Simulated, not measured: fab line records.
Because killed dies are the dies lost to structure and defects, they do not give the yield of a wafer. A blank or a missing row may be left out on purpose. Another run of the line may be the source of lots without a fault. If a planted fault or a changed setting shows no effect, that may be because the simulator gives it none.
A struck lot beside a sound one -- flow n5_finfet -- 16 steps out of a route of 1938
Sound: these wafers, L610.1, L610.2, L610.4. Struck: wafer L626.5 (left out: L626.4, a lot-mate that was not struck); the cause follows at the end.
Each step with rows lists, per side, the tool, then ch with its chambers, then its first start. Under that, the readings that differ: sound wafers -- struck wafers -- difference of the means -- sigmas: that difference in standard deviations of wafers without a fault.
alike: readings whose means differ by less than 2 such deviations, and words and numbers that are the same on both sides. not compared: withheld readings, readings that some wafer has no value for, bounds like >300 that may hide the same value, and numbers for which the record gives no deviation and whose values overlap.
Wherever a step has rows on one side only, a row that says differs or no value, or a row with sigmas, the two part there. Numbers that don't overlap but have no deviation are shown without sigmas and don't part them. A reading missing from all wafers of one side parts the sides only when that side holds two or more wafers.

first, 1 step without rows for these wafers: N5_BEOL_M3_DEVELOP_27 (develop time 30 s).
N5_BEOL_M3_CD_MEAS_28: target cd 25.7 nm, target cd y 23.3 nm.
  sound on cd_sem-01 ch 0, day 8 15:00; struck on cd_sem-03 ch 0, day 11 19:03
reading,sound,struck,difference,sigmas
cd_nm (nm),25.55 25.38 25.69,26.24,+0.70,+3
N5_BEOL_M3_OVL_MEAS_29:
  sound on overlay-01 ch 0, day 8 15:02; struck on overlay-01 ch 0, day 11 19:05
  alike: V2_OVL
N5_BEOL_M3_INSPECT_30: inspects for defects (brightfield).
  sound: defect_inspect-02 at day 8 15:05; struck: defect_inspect-01 at day 11 19:08
  alike: raw_defect_count
N5_BEOL_M3_DESCUM_33: chemistry O2, time 7 s.
  sound on rie_diel-01 ch 0,1,3, day 8 15:08; struck on rie_diel-06 ch 0, day 11 19:10
reading,sound,struck,difference,sigmas
drypump_motor_current_A (A),5.5 5.7 6.3,4.9,-0.9,-3
oes_product_au (a.u.),0.82 0.72 0.78,0.98,+0.21,+3
  alike: bias_power_w, o2_flow_sccm, rf_vpp_V, showerhead_plenum_p_Torr, throttle_valve_pct
  not compared: rf_hours_counter_h
N5_BEOL_M3_ETCH_77: etches underlayer in N2/H2, target depth 6.5 nm, time 5.2 s.
  sound on rie_diel-01 ch 0,1,3, day 8 15:10; struck on rie_diel-06 ch 0, day 11 19:12
reading,sound,struck,difference,sigmas
drypump_motor_current_A (A),5.4 5.8 6.3,4.9,-0.9,-3
oes_product_au (a.u.),0.71 0.60 0.67,0.81,+0.15,+2
  alike: etch_rf_on_time_s, rf_vpp_V, showerhead_plenum_p_Torr, throttle_valve_pct
  not compared: rf_hours_counter_h
N5_BEOL_M3_ETCH_69: etches SiARC in CF4, target depth 15.6 nm, time 26 s.
  sound on rie_diel-01 ch 0,1,3, day 8 15:11; struck on rie_diel-06 ch 0, day 11 19:13
reading,sound,struck,difference,sigmas
drypump_motor_current_A (A),5.5 5.7 6.3,4.9,-0.9,-3
oes_product_au (a.u.),0.71 0.61 0.67,0.81,+0.15,+2
  alike: etch_rf_on_time_s, rf_vpp_V, showerhead_plenum_p_Torr, throttle_valve_pct
  not compared: rf_hours_counter_h
N5_BEOL_M3_ALD_98: deposits SiO2, target thk 2.5 nm, pulse time 1 s, co reactant pulse time 1 s.
  sound on ald_sin-04 ch 1,2,3, day 8 15:19; struck on ald_sin-04 ch 1, day 11 19:21
  alike: heater_power_w, precursor_pulse_height_rel, susceptor_temp_C
then, 1 step without rows for these wafers: N5_BEOL_M3_ETCHBACK_99 (etches SiO2 in CHF3, target depth 5 nm, time 10.4 s).
N5_BEOL_M3_ETCH_70: etches SOC in N2/H2, target depth 80 nm, overetch 16 nm, time 120 s.
  sound on rie_diel-01 ch 0,1,2, day 8 17:10; struck on rie_diel-01 ch 2, day 12 01:25
  alike: drypump_motor_current_A, oes_product_au, rf_vpp_V, showerhead_plenum_p_Torr, throttle_valve_pct
  not compared: rf_hours_counter_h
then, 2 steps without rows for these wafers: N5_BEOL_M3_STRIP_71 (strips in N2/H2); N5_BEOL_M3_STRIP_78 (strips in N2/H2).
N5_BEOL_M3_VIA_ETCH_34: etches the open film in C4F6/O2, target depth 69.4 nm, time 65.9 s.
  sound on rie_diel-01 ch 0,1,2, day 8 17:16; struck on rie_diel-01 ch 2, day 12 01:31
reading,sound,struck,difference,sigmas
oes_product_au (a.u.),0.72 0.78 0.82,0.60,-0.17,-2
model.etch.depth_nm (nm),68.14 70.38 68.64,50.91,-18.14,
model.SOC_of_BEOL_M3_COAT_67.thk_nm (nm),52 51.8 52.2,54,+2,
  alike: drypump_motor_current_A, rf_vpp_V, showerhead_plenum_p_Torr, throttle_valve_pct
  not compared: rf_hours_counter_h
then, 1 step without rows for these wafers: N5_BEOL_M3_STRIP_83 (strips in C4F6/O2).
N5_BEOL_M4_RC_MEAS_101:
  sound on prober-01 ch 0, day 9 12:19; struck on prober-02 ch 0, day 12 21:15
  alike: DIBL_N, DIBL_P, IOFF_N, IOFF_P, ION_N, ION_P, SS_N, SS_P, VT_N, VT_P
following that, these wafers have no rows for 1 step: N5_PASSIVATION_PROBE_49.

## WHERE THEY PART
Last at N5_BEOL_M3_VIA_ETCH_34 as far as this record goes, first at N5_BEOL_M3_CD_MEAS_28. Later steps at which nothing parts them and some readings are alike: N5_BEOL_M4_RC_MEAS_101.

WHY: what the simulator had put in
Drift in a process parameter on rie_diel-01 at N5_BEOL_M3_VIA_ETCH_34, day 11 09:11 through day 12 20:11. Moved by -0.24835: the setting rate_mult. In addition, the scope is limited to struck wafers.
